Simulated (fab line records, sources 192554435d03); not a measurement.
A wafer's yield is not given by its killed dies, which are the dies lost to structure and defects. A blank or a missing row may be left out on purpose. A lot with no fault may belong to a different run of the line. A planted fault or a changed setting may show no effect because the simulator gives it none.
fab line records :: flow n5_finfet
record:
  lots: 4
  wafers: 12
  last_day: 18
route steps=1938 shown BEOL_M3@943 BEOL_M4@1111 PASSIVATION@1936
lots with no fault: from the same line, run without faults
start_h: start of the lot's first displayed wafer, in hours after the record's first day :: wait_h: time in hours since the lot's previous step :: " the same as in the row above :: L1.1+2: one row covering several wafers at once :: - no value present, or no start provided :: * or withheld: withheld :: < > ~ a bound
route shown NAME@n: names a module that has steps shown in the file, with the first one's number in the route :: usual: mean/standard deviation taken from wafers without a fault :: same: alike in all rows :: chamber/n: place in a boat :: sites: each site's reading :: _std_site: standard deviation across them :: _edge_site: inner sites' mean taken away from outer sites' mean :: radius_mm: for every site, how far away it sits from the centre of the wafer :: mask NAME#n: copy n :: behind: the last tool/chamber to shape the wafer :: hold: why the lot was held/for how many hours/how that ended :: device: names the non-switching transistor (n, p or np) :: end of line: at the end of the route, the tests of the same wafers :: a step given without rows: its recipe and nothing more :: killed: not the wafer's yield, but the dies lost to structure and defects at the first sort :: map: shows each die of a wafer: x if killed, . if not, _ if none is there
set.NAME: setting as actually run; set.NAME@STEP: the setting as run at that earlier step :: model.NAME: the simulator's own value behind a step, which no gauge read
lots seen at some steps along the route; tables by step, rows by wafer
services: a tool's chamber out of use, with start hour (start_h, from the record's first day; less than 0 if before it), hours out, and reason
== steps ==
step: N5_BEOL_M3_DEVELOP_10
recipe:
  develop_time_s: 30
  developer: TMAH
  resist: CAR-EUV
  rinse_liquid: surfactant_rinse
  dry: air_spin
  dev_temp_c: 23
step: N5_BEOL_M3_DESCUM_16
recipe:
  chemistry: O2
  time_s: 7
  source_power_w: 50
  bias_power_w: 20
  pressure_mtorr: 20
  rf_frequency_hz: 2.712e+07
  temp_c: 40
  resist: CAR-EUV
  o2_flow_sccm: 225
step: N5_BEOL_M3_ETCH_74
recipe:
  chemistry: N2/H2
  target: underlayer
  target_depth_a: 65
  mask_material: CAR-EUV
  time_s: 5.2
  ion_energy_ev: 200
  pressure_mtorr: 30
  source_w: 840
  bias_w: 150
  n2_flow_sccm: 200
  h2_flow_sccm: 200
  ends: cleared
step: N5_BEOL_M3_ETCH_63
recipe:
  chemistry: CF4
  target: SiARC
  target_depth_a: 156
  mask_material: CAR-EUV
  time_s: 26
  ion_energy_ev: 80
  pressure_mtorr: 40
  source_w: 545
  bias_w: 36
  Ar_flow_sccm: 100
  cf4_flow_sccm: 100
  ends: cleared
step: N5_BEOL_M3_ETCH_64
recipe:
  chemistry: N2/H2
  target: SOC
  target_depth_a: 750
  overetch_a: 150
  mask_material: SiARC
  temp_c: 40
  time_s: 112.5
  ion_energy_ev: 200
  pressure_mtorr: 30
  source_w: 840
  bias_w: 150
  n2_flow_sccm: 200
  h2_flow_sccm: 200
step: N5_BEOL_M3_STRIP_65
recipe:
  chemistry: N2/H2
  temp_c: 40
  n2_flow_sccm: 200
  h2_flow_sccm: 200
  rf_frequency_hz: 6e+07
step: N5_BEOL_M3_STRIP_75
recipe:
  chemistry: N2/H2
  temp_c: 40
  n2_flow_sccm: 200
  h2_flow_sccm: 200
  rf_frequency_hz: 6e+07
step: N5_BEOL_M3_STRIP_66
recipe:
  chemistry: CF4
  resist: SiARC
  power_w: 300
  bias_power_w: 75
  pressure_mtorr: 50
  cf4_flow_sccm: 150
  rf_frequency_hz: 6e+07
step: N5_BEOL_M3_HM_OPEN_17
recipe:
  chemistry: Cl2/BCl3
  target_depth_a: 200
  overetch_a: 60
  target: TiN
  mask_material: SOC
  ion_energy_ev: 150
  pressure_mtorr: 10
  icp_w: 1000
  bias_w: 126
  Cl2_flow_sccm: 53.25
  bcl3_flow_sccm: 21.75
  Ar_flow_sccm: 25
step: N5_BEOL_M3_STRIP_19
recipe:
  chemistry: O2
  power_w: 400
  temp_c: 40
  pressure_mtorr: 30
  rf_frequency_hz: 6e+07
  bias_power_w: 0
  overash_fraction: 0.2
  o2_flow_sccm: 225
usual:
  chamber_pressure_mTorr: 29.999/0.025
  drypump_motor_current_A: 5.6/0.36
  oes_product_au: 0.83/0.085
  rf_vpp_V: 3.7/0.54
  showerhead_plenum_p_Torr: 2.12/0.045
  throttle_valve_pct: 16.63/0.19
lot.wafer: L690.2
tool: rie_diel-02
chamber: 0
start_h: 229.65
wait_h: 0.2
chamber_pressure_mTorr: 30.009
drypump_motor_current_A: 5.4
oes_product_au: 0.94
rf_hours_counter_h: 14
rf_vpp_V: 3.0
showerhead_plenum_p_Torr: 2.23
throttle_valve_pct: 16.24

lot.wafer: L690.5
tool: rie_diel-02
chamber: 1
start_h: 229.65
wait_h: 0.2
chamber_pressure_mTorr: 30.035
drypump_motor_current_A: 4.9
oes_product_au: 0.97
rf_hours_counter_h: -
rf_vpp_V: 3.4
showerhead_plenum_p_Torr: 2.13
throttle_valve_pct: 16.24

lot.wafer: L690.6
tool: rie_diel-02
chamber: 2
start_h: 229.65
wait_h: 0.2
chamber_pressure_mTorr: 30.006
drypump_motor_current_A: 5.6
oes_product_au: 0.74
rf_hours_counter_h: -
rf_vpp_V: 4.2
showerhead_plenum_p_Torr: 2.10
throttle_valve_pct: 16.62

lot.wafer: L691.1
tool: rie_diel-02
chamber: 0
start_h: 230.57
wait_h: 0.1
chamber_pressure_mTorr: 30.021
drypump_motor_current_A: 5.4
oes_product_au: 0.94
rf_hours_counter_h: 15
rf_vpp_V: 4.5
showerhead_plenum_p_Torr: 2.23
throttle_valve_pct: 16.25

lot.wafer: L691.4
tool: rie_diel-02
chamber: 2
start_h: 230.57
wait_h: 0.1
chamber_pressure_mTorr: 29.993
drypump_motor_current_A: 5.6
oes_product_au: 0.73
rf_hours_counter_h: 176
rf_vpp_V: 3.3
showerhead_plenum_p_Torr: 2.10
throttle_valve_pct: 16.62

lot.wafer: L691.6
tool: rie_diel-02
chamber: 0
start_h: 230.57
wait_h: 0.1
chamber_pressure_mTorr: 30.030
drypump_motor_current_A: 5.4
oes_product_au: 0.94
rf_hours_counter_h: -
rf_vpp_V: 3.8
showerhead_plenum_p_Torr: 2.23
throttle_valve_pct: 16.25

lot.wafer: L698.2
tool: rie_diel-05
chamber: 1
start_h: 275.98
wait_h: 0.1
chamber_pressure_mTorr: 29.985
drypump_motor_current_A: 5.6
oes_product_au: 0.73
rf_hours_counter_h: 184
rf_vpp_V: 4.1
showerhead_plenum_p_Torr: 2.11
throttle_valve_pct: 16.77

lot.wafer: L698.3
tool: rie_diel-05
chamber: 2
start_h: 275.98
wait_h: 0.1
chamber_pressure_mTorr: 29.965
drypump_motor_current_A: 5.5
oes_product_au: 0.85
rf_hours_counter_h: 70
rf_vpp_V: 3.6
showerhead_plenum_p_Torr: 2.14
throttle_valve_pct: 16.69

lot.wafer: L698.4
tool: rie_diel-05
chamber: 0
start_h: 275.98
wait_h: 0.1
chamber_pressure_mTorr: 30.003
drypump_motor_current_A: 6.2
oes_product_au: 0.71
rf_hours_counter_h: 201
rf_vpp_V: 3.8
showerhead_plenum_p_Torr: 2.15
throttle_valve_pct: 16.94

lot.wafer: L701.4
tool: rie_diel-05
chamber: 1
start_h: 293.29
wait_h: 0.1
chamber_pressure_mTorr: 30.018
drypump_motor_current_A: 5.6
oes_product_au: 0.73
rf_hours_counter_h: 189
rf_vpp_V: 3.6
showerhead_plenum_p_Torr: 2.10
throttle_valve_pct: 16.78

lot.wafer: L701.5
tool: rie_diel-05
chamber: 2
start_h: 293.29
wait_h: 0.1
chamber_pressure_mTorr: 30.009
drypump_motor_current_A: 5.5
oes_product_au: 0.85
rf_hours_counter_h: -
rf_vpp_V: 3.4
showerhead_plenum_p_Torr: 2.14
throttle_valve_pct: 16.70

lot.wafer: L701.6
tool: rie_diel-05
chamber: 1
start_h: 293.29
wait_h: 0.1
chamber_pressure_mTorr: 29.990
drypump_motor_current_A: 5.6
oes_product_au: 0.72
rf_hours_counter_h: -
rf_vpp_V: 2.7
showerhead_plenum_p_Torr: 2.10
throttle_valve_pct: 16.77
step: N5_BEOL_M3_COAT_67
recipe:
  resist: SOC
  temp_c: 250
  time_s: 60
  spin_rpm: 1500
  resist_thk_nm: 60
step: N5_BEOL_M3_COAT_68
recipe:
  resist: SiARC
  temp_c: 220
  time_s: 60
  spin_rpm: 1500
  resist_thk_nm: 12
step: N5_BEOL_M3_COAT_76
recipe:
  resist: underlayer
  temp_c: 205
  time_s: 60
  spin_rpm: 1500
  resist_thk_nm: 5
step: N5_BEOL_M3_COAT_22
recipe:
  resist: CAR-EUV
  spin_rpm: 1500
  resist_thk_nm: 30
step: N5_BEOL_M3_EBR_24
recipe:
  solvent: PGMEA
  ebr_width_mm: 1.5
step: N5_BEOL_M3_SOFTBAKE_23
recipe:
  temp_c: 110
  time_s: 60
  resist: CAR-EUV
step: N5_BEOL_M3_EXPOSE_25
recipe:
  mask_id: V2
  na: 0.33
  source_shape: quasar
  sigma_inner: 0.2
  sigma_outer: 0.8
  polarization: unpolarized
  defocus_nm: 5
  dose_mj: 63
step: N5_BEOL_M3_PEB_26
recipe:
  peb_temp_c: 100
  peb_time_s: 60
  resist: CAR-EUV
step: N5_BEOL_M3_DEVELOP_27
recipe:
  develop_time_s: 30
  developer: TMAH
  resist: CAR-EUV
  rinse_liquid: surfactant_rinse
  dry: air_spin
  dev_temp_c: 23
step: N5_BEOL_M3_INSPECT_30
recipe:
  mode: adi
  inspect_instrument: brightfield
usual:
  raw_defect_count: 421/96
lot.wafer: L690.2
tool: defect_inspect-02
chamber: -
start_h: 230.26
wait_h: 0.0
raw_defect_count: 506

lot.wafer: L690.5
tool: defect_inspect-02
chamber: -
start_h: 230.26
wait_h: 0.0
raw_defect_count: 442

lot.wafer: L690.6
tool: defect_inspect-02
chamber: -
start_h: 230.26
wait_h: 0.0
raw_defect_count: 1430

lot.wafer: L691.1
tool: defect_inspect-02
chamber: -
start_h: 231.05
wait_h: 0.1
raw_defect_count: 405

lot.wafer: L691.4
tool: defect_inspect-02
chamber: -
start_h: 231.05
wait_h: 0.1
raw_defect_count: 1325

lot.wafer: L691.6
tool: defect_inspect-02
chamber: -
start_h: 231.05
wait_h: 0.1
raw_defect_count: 625

lot.wafer: L698.2
tool: defect_inspect-02
chamber: -
start_h: 276.59
wait_h: 0.0
raw_defect_count: 438

lot.wafer: L698.3
tool: defect_inspect-02
chamber: -
start_h: 276.59
wait_h: 0.0
raw_defect_count: 420

lot.wafer: L698.4
tool: defect_inspect-02
chamber: -
start_h: 276.59
wait_h: 0.0
raw_defect_count: 533

lot.wafer: L701.4
tool: defect_inspect-01
chamber: -
start_h: 293.78
wait_h: 0.0
raw_defect_count: 598

lot.wafer: L701.5
tool: defect_inspect-01
chamber: -
start_h: 293.78
wait_h: 0.0
raw_defect_count: 347

lot.wafer: L701.6
tool: defect_inspect-01
chamber: -
start_h: 293.78
wait_h: 0.0
raw_defect_count: 425
step: N5_BEOL_M3_DESCUM_33
recipe:
  chemistry: O2
  time_s: 7
  source_power_w: 50
  bias_power_w: 20
  pressure_mtorr: 20
  rf_frequency_hz: 2.712e+07
  temp_c: 40
  resist: CAR-EUV
  o2_flow_sccm: 225
step: N5_BEOL_M4_RC_MEAS_101
usual:
  DIBL_N: 35.7/1.5
  DIBL_P: 35.7/2
  IOFF_N: 0.155/0.026
  IOFF_P: 0.20/0.031
  ION_N: 675/11
  ION_P: 462/7.1
  SS_N: 71.3/0.57
  SS_P: 73.1/0.56
  VT_N: 250/3
  VT_P: -251/3
lot.wafer: L690.2
tool: prober-01
chamber: 0
start_h: 253.04
wait_h: 0.2
DIBL_N[mV/V]: 34.4
DIBL_P[mV/V]: 34.6
IOFF_N[nA/um]: 0.141
IOFF_P[nA/um]: 0.20
ION_N[uA/um]: 663
ION_P[uA/um]: 458
SS_N[mV/dec]: 71.4
SS_P[mV/dec]: 72.4
VT_N[mV]: 251
VT_P[mV]: -249

lot.wafer: L690.5
tool: prober-01
chamber: 0
start_h: 253.04
wait_h: 0.2
DIBL_N[mV/V]: 36.3
DIBL_P[mV/V]: 37.5
IOFF_N[nA/um]: 0.201
IOFF_P[nA/um]: 0.26
ION_N[uA/um]: 705
ION_P[uA/um]: 483
SS_N[mV/dec]: 71.1
SS_P[mV/dec]: 73.9
VT_N[mV]: 244
VT_P[mV]: -247

lot.wafer: L690.6
tool: prober-01
chamber: 0
start_h: 253.04
wait_h: 0.2
DIBL_N[mV/V]: 35.1
DIBL_P[mV/V]: 35.7
IOFF_N[nA/um]: 0.160
IOFF_P[nA/um]: 0.21
ION_N[uA/um]: 674
ION_P[uA/um]: 461
SS_N[mV/dec]: 71.1
SS_P[mV/dec]: 72.9
VT_N[mV]: 247
VT_P[mV]: -247

lot.wafer: L691.1
tool: prober-02
chamber: 0
start_h: 255.81
wait_h: 0.0
DIBL_N[mV/V]: 37.1
DIBL_P[mV/V]: 37.3
IOFF_N[nA/um]: 0.178
IOFF_P[nA/um]: 0.22
ION_N[uA/um]: 680
ION_P[uA/um]: 463
SS_N[mV/dec]: 71.2
SS_P[mV/dec]: 72.8
VT_N[mV]: 250
VT_P[mV]: -251

lot.wafer: L691.4
tool: prober-02
chamber: 0
start_h: 255.81
wait_h: 0.0
DIBL_N[mV/V]: 37.3
DIBL_P[mV/V]: 36.9
IOFF_N[nA/um]: 0.163
IOFF_P[nA/um]: 0.21
ION_N[uA/um]: 667
ION_P[uA/um]: 460
SS_N[mV/dec]: 72.1
SS_P[mV/dec]: 73.0
VT_N[mV]: 251
VT_P[mV]: -252

lot.wafer: L691.6
tool: prober-02
chamber: 0
start_h: 255.81
wait_h: 0.0
DIBL_N[mV/V]: 37.5
DIBL_P[mV/V]: 37.2
IOFF_N[nA/um]: 0.184
IOFF_P[nA/um]: 0.21
ION_N[uA/um]: 684
ION_P[uA/um]: 460
SS_N[mV/dec]: 71.9
SS_P[mV/dec]: 73.3
VT_N[mV]: 248
VT_P[mV]: -253

lot.wafer: L698.2
tool: prober-01
chamber: 0
start_h: 305.52
wait_h: 0.2
DIBL_N[mV/V]: 32.7
DIBL_P[mV/V]: 33.4
IOFF_N[nA/um]: 0.113
IOFF_P[nA/um]: 0.16
ION_N[uA/um]: 666
ION_P[uA/um]: 452
SS_N[mV/dec]: 70.4
SS_P[mV/dec]: 72.4
VT_N[mV]: 254
VT_P[mV]: -254

lot.wafer: L698.3
tool: prober-01
chamber: 0
start_h: 305.52
wait_h: 0.2
DIBL_N[mV/V]: 34.7
DIBL_P[mV/V]: 35.0
IOFF_N[nA/um]: 0.136
IOFF_P[nA/um]: 0.18
ION_N[uA/um]: 669
ION_P[uA/um]: 454
SS_N[mV/dec]: 71.8
SS_P[mV/dec]: 72.3
VT_N[mV]: 251
VT_P[mV]: -252

lot.wafer: L698.4
tool: prober-01
chamber: 0
start_h: 305.52
wait_h: 0.2
DIBL_N[mV/V]: 34.4
DIBL_P[mV/V]: 34.9
IOFF_N[nA/um]: 0.138
IOFF_P[nA/um]: 0.17
ION_N[uA/um]: 670
ION_P[uA/um]: 448
SS_N[mV/dec]: 70.7
SS_P[mV/dec]: 72.6
VT_N[mV]: 251
VT_P[mV]: -254

lot.wafer: L701.4
tool: prober-02
chamber: 0
start_h: 320.53
wait_h: 0.5
DIBL_N[mV/V]: 37.1
DIBL_P[mV/V]: 38.4
IOFF_N[nA/um]: 0.175
IOFF_P[nA/um]: 0.22
ION_N[uA/um]: 669
ION_P[uA/um]: 457
SS_N[mV/dec]: 71.6
SS_P[mV/dec]: 73.4
VT_N[mV]: 249
VT_P[mV]: -252

lot.wafer: L701.5
tool: prober-02
chamber: 0
start_h: 320.53
wait_h: 0.5
DIBL_N[mV/V]: 35.9
DIBL_P[mV/V]: 37.9
IOFF_N[nA/um]: 0.164
IOFF_P[nA/um]: 0.20
ION_N[uA/um]: 681
ION_P[uA/um]: 462
SS_N[mV/dec]: 71.2
SS_P[mV/dec]: 73.8
VT_N[mV]: 250
VT_P[mV]: -252

lot.wafer: L701.6
tool: prober-02
chamber: 0
start_h: 320.53
wait_h: 0.5
DIBL_N[mV/V]: 38.2
DIBL_P[mV/V]: 40.2
IOFF_N[nA/um]: 0.214
IOFF_P[nA/um]: 0.26
ION_N[uA/um]: 680
ION_P[uA/um]: 464
SS_N[mV/dec]: 72.1
SS_P[mV/dec]: 74.0
VT_N[mV]: 244
VT_P[mV]: -248
step: N5_PASSIVATION_PROBE_49
usual:
  defect_limited_yield: 91.4/1.5
  killed_at_M0_to_M3: 34/10
  killed_at_M4_up: 15/6
  killed_at_contacts: 12/6
  killed_at_front_end: 37/11
  killed_at_other: 3.3/2.8
  killed_dies: 101/18
  killed_open: 66/14
  killed_short: 33/7.8
  sort_bin_5_function: 5.0/0.97
  sort_bin_6_memory: 3.2/0.72
  sort_n_pass: 1079/18
  sort_yield_pct: 91.4/1.5
same:
  gross_dies: 1180
  killed_at_back_side: 0
  sort_bin_4_leakage[%]: 0
  sort_bin_8_speed[%]: 0
lot.wafer: L691.4
tool: prober-01
chamber: -
start_h: 364.00
wait_h: 0.2
defect_limited_yield[%]: 79.4
killed_at_M0_to_M3: 177
killed_at_M4_up: 8
killed_at_contacts: 20
killed_at_front_end: 38
killed_at_other: 0
killed_dies: 243
killed_open: 74
killed_short: 25
sort_bin_5_function[%]: 13.2
sort_bin_6_memory[%]: 4.3
sort_n_pass: 937
sort_yield_pct[%]: 79.4

lot.wafer: L690.2
tool: prober-02
chamber: -
start_h: 365.88
wait_h: 0.1
defect_limited_yield[%]: 89.2
killed_at_M0_to_M3: 33
killed_at_M4_up: 11
killed_at_contacts: 13
killed_at_front_end: 68
killed_at_other: 2
killed_dies: 127
killed_open: 85
killed_short: 41
sort_bin_5_function[%]: 6.2
sort_bin_6_memory[%]: 4.3
sort_n_pass: 1053
sort_yield_pct[%]: 89.2

lot.wafer: L690.6
tool: prober-02
chamber: -
start_h: 366.08
wait_h: 0.3
defect_limited_yield[%]: 78.4
killed_at_M0_to_M3: 186
killed_at_M4_up: 8
killed_at_contacts: 7
killed_at_front_end: 53
killed_at_other: 1
killed_dies: 255
killed_open: 63
killed_short: 44
sort_bin_5_function[%]: 14.3
sort_bin_6_memory[%]: 4.2
sort_n_pass: 925
sort_yield_pct[%]: 78.4
killed by level:class
L691.4 BEOL_M3:unspecified=144 MOL_CONTACT_COAG:geometric_particle:open=15 BEOL_M2:geometric_particle:open=14 STI_FIN_REVEAL:geometric_particle:open=12 BEOL_M3:geometric_particle:open=7 GATE_CUT:geometric_particle:short=5 GATE_CUT:geometric_particle:open=5 MOL_CONTACT_COAG:geometric_particle:short=5
L690.2 FIN_SAQP:geometric_particle:open=16 STI_FIN_REVEAL:geometric_particle:open=12 BEOL_M0_SAQP:geometric_particle:open=12 FIN_SAQP:geometric_particle:short=11 MOL_CONTACT_COAG:geometric_particle:open=11 GATE_CUT:geometric_particle:short=9 BEOL_M0_SAQP:geometric_particle:short=8 BEOL_M4:geometric_particle:open=6
L690.6 BEOL_M3:unspecified=148 BEOL_M0_SAQP:geometric_particle:open=13 FIN_SAQP:geometric_particle:open=12 BEOL_M0_SAQP:geometric_particle:short=11 FIN_SAQP:geometric_particle:short=10 GATE_CUT:geometric_particle:short=8 DUMMY_GATE:geometric_particle:open=7 BEOL_M3:geometric_particle:open=5
map L690.6 (x killed, . not)
_________________.xx.xx.x....________________
______________x.x.xx.x.xx..x.x.._____________
___________..xxxxxxxxxxxxx..x......__________
__________...xxxxxxxxxxxxxxx........_________
________x.x..xxxxxxxxxxxxxxx.x...x.xx._______
_______.....xxxxxxxxxxxxxx.....x..x....______
______......x.xxxxxxxxxxxxxx..........x._____
_____......x.xxxxxxxxxxxxxxx.x.......x...____
____........xxxxxxxxxxxxxxxxxx...xx.......___
___...........xxxxxxxxxxxxx................__
___x...x......xxxxxxxxx..xx....x..x.x.x...x__
__.x....x..x..xxx.xxx.x.xx......xx.....x.x.._
__....x.........x..x.xx...............x....._
_....x......x..x.............................
_...x..........x..x..........................
_.x..............................x..........x
_.x.......x...................x......x.......
_..........x.xx....................x.......x.
_...xx.......x.x........x..x.x..........x.x.x
_x.x............x............................
_......................x.x..............x..x.
__..........x...................x.x........._
__.x.......x..x....................x...x.x.._
___.....xx..........................x......__
___.x.................................x....__
____....................................x.___
_____.x..x.............x....x............____
______.......x......................x..._____
_______..........x..........x........xx______
________...x..............x..........._______
__________......................x..._________
___________..x...x.................__________
______________..x..............x_____________
_________________.x..........________________
map L691.4 (x killed, . not)
_________________.xx.x.......________________
______________.xxxxxxxx..x.x...._____________
___________..xxxxxxxxxxxxxx.......x__________
__________..x.xxxxxxxxxxxxx.....x..._________
________.x..xxxxxxxxxxxxxx.x.x.x......_______
_______.....xxxxxxxxxxxxxxxx...x.......______
______......xxxxxxxxxxxxxxx..x.x....x..._____
_____.x......xxxxxxxxxxxxxx..x...........____
____x.....x..xxxxxxxxxxxxx.x..............___
___....xx..xx.xxxxxxxxxxxxx................__
___..x.x.x...xxxxxxxxxxx.......x.......x...__
__.........x....xxxxxx.x......x.x.........x._
__...............xx...xx...................._
_............................................
_.....x........x.........................x...
_.........x.................................x
_................x.........x.........xx.....x
_..............x..x.x..x.....................
_.............x.....x.x.....x....x..x........
_x...............x...............x.....x.....
_....xx...x...............................x..
__................x.................x.....x._
__...................x.....x....x..........._
___....x.......x.x......x....x.............__
___......................................x.__
____................................x..x..___
_____...x...x......x...................x.____
______..........x...............xxx.x..._____
_______.......x.........x..xx.x........______
________.......................x......_______
__________........x.x......x.....x.._________
___________...x....................__________
______________xx.x...........x.._____________
_________________.......x....________________
== services ==
tool: rie_diel-05
chamber: 3
start_h: 210.20
hours: 15.3
kind: repair

tool: rie_diel-02
chamber: 3
start_h: 264.08
hours: 11.4
kind: repair

tool: rie_diel-02
chamber: -
start_h: 271.71
hours: 2.8
kind: pm
== key ==
first_sign:
  step: N5_BEOL_M3_INSPECT_30
  reading: raw_defect_count
  direction: up
  sigmas: 9.9
  usual: 421
  struck: 1378
effect:
  step: N5_PASSIVATION_PROBE_49
  reading: killed_at_M0_to_M3
  direction: up
  sigmas: 14
  usual: 34
  struck: 182
more_kills_born_at:
  N5_BEOL_M3_STRIP_19@rie_diel-02: 292
met_at N5_BEOL_M3_STRIP_19
struck_wafers L690.6,L691.4
fault:
  kind: chamber_particle_source
  tool: rie_diel-02
  chamber: 2
  onset_h: 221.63
  steps: N5_BEOL_M3_STRIP_19
  rate_per_visit_cm2: 1.4438
  end_h: 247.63
